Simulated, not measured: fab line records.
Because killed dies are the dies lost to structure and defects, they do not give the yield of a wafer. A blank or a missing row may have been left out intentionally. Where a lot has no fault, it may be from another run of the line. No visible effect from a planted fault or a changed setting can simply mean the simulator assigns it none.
Matching of chambers	flow nand harc	4 sister chambers for NHARC_A_STAIRCASE_ETCH_292 on rie diel-05
The step etches the open film in CF4/CHF3. 4 wafers are shown with their chamber, then 9 later ones without.

EACH WAFER AND ITS CHAMBER
wafer	chamber	showerhead plenum p Torr (Torr)
L087.4	1	1.55
L086.6	3	1.47
L093.2	2	1.50
L093.6	0	1.55

WAFERS WITH NO CHAMBER GIVEN
wafer	showerhead plenum p Torr (Torr)
L092.1	1.55
L092.3	1.50
L092.4	1.55
L096.2	1.70
L096.4	1.49
L096.5	1.49
L097.2	1.55
L097.4	1.49
L097.6	1.54

EACH ONE'S CHAMBER
wafer	from the rows above	in truth
L092.1	can't be placed: 0 or 1 or 2 or 3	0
L092.3	can't be placed: 2 or 3 or 0 or 1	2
L092.4	can't be placed: 0 or 1 or 2 or 3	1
L096.2	can't be placed: 0 or 1 or 2 or 3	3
L096.4	can't be placed: 2 or 3 or 0 or 1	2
L096.5	can't be placed: 2 or 3 or 0 or 1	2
L097.2	can't be placed: 0 or 1 or 2 or 3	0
L097.4	can't be placed: 2 or 3 or 0 or 1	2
L097.6	can't be placed: 0 or 1 or 2 or 3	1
0 of 9 placed correctly. Can't be placed from these rows: 9 (the true chamber is among the candidates in 9). Number placed wrongly: 0.
How it was worked out, from the rows above alone: a wafer's distance from a chamber is the root of the sum, over the readings, of the square of ((its reading less the chamber's mean) divided by the reading's scatter). The wafer belongs to the nearest chamber; if the next one is less than 2 further off, it can't be placed. For every chamber, the mean is computed from those of its wafers that are shown. The scatter (one wafer shown for each chamber): square how far every hidden wafer sits from the nearest shown wafer, average those squares and take the square root.
